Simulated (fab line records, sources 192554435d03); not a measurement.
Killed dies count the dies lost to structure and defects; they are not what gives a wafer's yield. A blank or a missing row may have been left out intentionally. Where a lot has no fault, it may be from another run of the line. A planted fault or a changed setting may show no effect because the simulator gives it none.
Chamber matching / flow n5Finfet / rieDiel-01 running N5_BEOL_M0_CUTY_ETCH_62: 4 sister chambers
The step etches SiARC in CF4, time 58.5 s. 4 wafers are shown with their chamber, then 8 later ones without.

== WAFERS WITH THEIR CHAMBER ==
wafer=L078.4; chamber=0; drypumpMotorCurrentA (A)=6.8
wafer=L086.5; chamber=3; drypumpMotorCurrentA (A)=5.1
wafer=L087.4; chamber=2; drypumpMotorCurrentA (A)=4.9
wafer=L088.1; chamber=1; drypumpMotorCurrentA (A)=6.1

== WAFERS WHOSE CHAMBER IS MISSING ==
wafer=L088.3; drypumpMotorCurrentA (A)=6.8
wafer=L088.6; drypumpMotorCurrentA (A)=6.1
wafer=L094.2; drypumpMotorCurrentA (A)=6.2
wafer=L094.4; drypumpMotorCurrentA (A)=4.9
wafer=L094.6; drypumpMotorCurrentA (A)=6.2
wafer=L095.1; drypumpMotorCurrentA (A)=5.1
wafer=L095.4; drypumpMotorCurrentA (A)=6.1
wafer=L095.5; drypumpMotorCurrentA (A)=5.1

== EACH ONE'S CHAMBER ==
wafer=L088.3; from the rows above=0; in truth=0
wafer=L088.6; from the rows above=1; in truth=1
wafer=L094.2; from the rows above=1; in truth=1
wafer=L094.4; from the rows above=2; in truth=2
wafer=L094.6; from the rows above=1; in truth=1
wafer=L095.1; from the rows above=3; in truth=3
wafer=L095.4; from the rows above=1; in truth=1
wafer=L095.5; from the rows above=3; in truth=3
Correct placement for 8 of the 8. Left unplaced by these rows: 0. Wrongly placed: 0.
How it was worked out, from the rows above alone: a wafer's distance from a chamber is the root of the sum, over the readings, of the square of ((its reading less the chamber's mean) divided by the reading's scatter). The wafer belongs to the nearest chamber; if the next one is less than 2 further off, it can't be placed. For every chamber, the mean is computed from those of its wafers that are shown. The scatter: root of mean squared gap, hidden wafer to nearest shown wafer, with one shown wafer a chamber.
